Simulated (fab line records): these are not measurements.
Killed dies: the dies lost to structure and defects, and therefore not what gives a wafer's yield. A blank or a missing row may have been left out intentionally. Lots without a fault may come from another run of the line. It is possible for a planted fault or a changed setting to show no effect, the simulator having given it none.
Chamber matching | flow n5-finfet | N5_BEOL_M0_SAQP_SPACER2_ALD_26 on ald-sin-03: 4 sister chambers
The step deposits SiO2, target thk 15 nm, pulse time 1 s, purge time 2 s. 20 wafers are shown with their chamber, then 10 later ones without.

WAFERS, EACH WITH ITS CHAMBER
wafer  | chamber | heater-power-w (W) | susceptor-temp-C (C) | precursor-pulse-height-rel
L074.1 | 0       | 415                | 299.80               | 0.983
L074.2 | 1       | 481                | 299.69               | 0.998
L074.3 | 2       | 459                | 300.12               | 0.973
L077.1 | 3       | 424                | 299.85               | 0.990
L077.2 | 2       | 444                | 299.73               | 1.008
L077.5 | 2       | 460                | 299.62               | 1.002
L082.2 | 0       | 413                | 299.93               | 1.016
L082.3 | 1       | 484                | 299.76               | 0.978
L082.6 | 0       | 412                | 299.75               | 0.992
L085.1 | 3       | 448                | 300.05               | 0.975
L085.4 | 1       | 481                | 300.21               | 0.972
L085.5 | 1       | 489                | 299.96               | 1.001
L087.4 | 3       | 428                | 299.74               | 1.010
L087.5 | 3       | 449                | 299.84               | 1.010
L087.6 | 1       | 490                | 300.34               | 1.029
L088.2 | 1       | 491                | 299.79               | 0.992
L088.4 | 1       | 481                | 299.77               | 0.986
L088.6 | 3       | 437                | 299.91               | 0.988
L089.2 | 1       | 487                | 300.13               | 0.977
L089.3 | 3       | 435                | 299.65               | 1.006

SIGNATURES, as means of the wafers listed above
reading                    | chamber 0 | chamber 1 | chamber 2 | chamber 3 | scatter within a chamber
heater-power-w             | 413.33    | 485.50    | 454.33    | 436.83    | 7.12
susceptor-temp-C           | 299.8267  | 299.9563  | 299.8233  | 299.8400  | 0.204
precursor-pulse-height-rel | 0.99700   | 0.99162   | 0.99433   | 0.99650   | 0.0171
Rule: for each reading, subtract the chamber's mean from the wafer's reading, divide by that reading's scatter and square the result; add these up over the readings and take the root, which gives the wafer's distance from the chamber. The wafer belongs to the nearest chamber; if the next one is less than 2 further off, it can't be placed. The scatter is the square root of a quotient: the sum, over the shown wafers, of each reading's squared deviation from its chamber's mean, divided by wafers minus chambers.

WAFERS MISSING THEIR CHAMBER
wafer  | heater-power-w (W) | susceptor-temp-C (C) | precursor-pulse-height-rel
L089.6 | 488                | 299.69               | 1.025
L090.4 | 489                | 299.79               | 1.000
L090.5 | 444                | 300.13               | 1.005
L090.6 | 410                | 299.98               | 0.986
L094.4 | 490                | 300.13               | 1.010
L094.5 | 417                | 300.12               | 1.026
L094.6 | 431                | 299.98               | 1.013
L096.1 | 465                | 299.76               | 1.001
L096.2 | 493                | 299.94               | 1.004
L096.3 | 441                | 299.97               | 0.978

WHICH CHAMBER EACH WENT THROUGH
wafer  | from the rows above     | in truth
L089.6 | 1                       | 1
L090.4 | 1                       | 1
L090.5 | can't be placed: 3 or 2 | 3
L090.6 | 0                       | 0
L094.4 | 1                       | 1
L094.5 | can't be placed: 0 or 3 | 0
L094.6 | can't be placed: 3 or 0 | 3
L096.1 | can't be placed: 2 or 1 | 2
L096.2 | 1                       | 1
L096.3 | can't be placed: 3 or 2 | 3
Correctly placed: 5 of 10. Unplaceable from these rows: 5, with the true chamber sitting among the candidates in 5. 0 placed wrongly.
